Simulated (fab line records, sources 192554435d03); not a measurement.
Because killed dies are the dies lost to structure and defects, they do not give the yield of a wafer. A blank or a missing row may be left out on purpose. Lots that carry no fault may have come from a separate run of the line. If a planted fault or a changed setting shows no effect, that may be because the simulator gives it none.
What tool caused it?    flow n5_finfet    10 lots, 30 wafers sampled, at 2 steps of a route of 1938

## WHAT THE GAUGES SHOWED, per wafer
N5_PASSIVATION_CD_MEAS_30 targets a cd of 4000 nm. Usual: cd_nm at 3999.8 nm, with a standard deviation of 1.5.
lot   measured      on         cd_nm (nm)            flag
L474  day 12 17:38  cd_sem-02  4000.0 4001.0 3997.8  
L471  day 12 18:32  cd_sem-02  3996.1 3998.6 3998.3  
L475  day 13 09:25  cd_sem-02  3997.8 3999.5 3998.7  
L481  day 14 20:10  cd_sem-03  4003.1 4001.3 4003.4  
L487  day 16 14:41  cd_sem-03  4001.4 4001.0 3999.7  
L490  day 16 17:10  cd_sem-02  4000.9 4003.2 4003.6  
L489  day 16 21:50  cd_sem-02  3999.0 3998.7 3997.6  
L491  day 17 07:17  cd_sem-03  4001.5 4001.5 4000.8  
L494  day 17 17:18  cd_sem-01  3999.3 3999.9 4000.0  
L493  day 17 21:02  cd_sem-02  3998.9 4001.5 3999.9  

## TOOL THAT RAN EACH LOT (tool first, then ch and the chambers of the sampled wafers, then the start)
lot   N5_PASSIVATION_PRE_CLEAN_19
L474  pvd_sputter-03, day 12 16:54
L471  pvd_sputter-02, day 12 17:48
L475  pvd_sputter-02, day 13 08:46
L481  pvd_sputter-03, day 14 17:04
L487  pvd_sputter-01, day 16 14:04
L490  pvd_sputter-01, day 16 16:25
L489  pvd_sputter-02, day 16 21:06
L491  pvd_sputter-02, day 17 06:33
L494  pvd_sputter-03, day 17 16:41
L493  pvd_sputter-01, day 17 20:17
- N5_PASSIVATION_PRE_CLEAN_19

## AS READ BY THE TOOLS THEMSELVES (means over the sampled wafers that have a number; for cases with no such wafer, the mark the record gives instead)
N5_PASSIVATION_PRE_CLEAN_19. Usual: heater_power_w at 455 W, with a standard deviation of 53.
lot   tool            heater_power_w (W)  flag
L474  pvd_sputter-03  426                 
L471  pvd_sputter-02  469                 
L475  pvd_sputter-02  484                 
L481  pvd_sputter-03  412                 
L487  pvd_sputter-01  471                 
L490  pvd_sputter-01  434                 
L489  pvd_sputter-02  514                 
L491  pvd_sputter-02  488                 
L494  pvd_sputter-03  455                 
L493  pvd_sputter-01  428                 

## THE ANSWER, worked out from the rows above alone
Rule: take the mean of a lot's wafers that have a number; if it is more than 3 standard deviations from the usual mean, the lot is off. Also off: a lot with no number at a reading for which 4 or more lots have one. Where the step has rows for the other lots, those lots are counted as sound. Order of review: gauges by route order, followed by the tools' own readings, for which a lot's mean as printed above is used. At the first step where some lot is off, the reading lying furthest off is the one used; lots without a number count as furthest.
No lot is off at any reading shown: from this, nothing can be told.

## WHAT THE SIMULATOR PUT IN
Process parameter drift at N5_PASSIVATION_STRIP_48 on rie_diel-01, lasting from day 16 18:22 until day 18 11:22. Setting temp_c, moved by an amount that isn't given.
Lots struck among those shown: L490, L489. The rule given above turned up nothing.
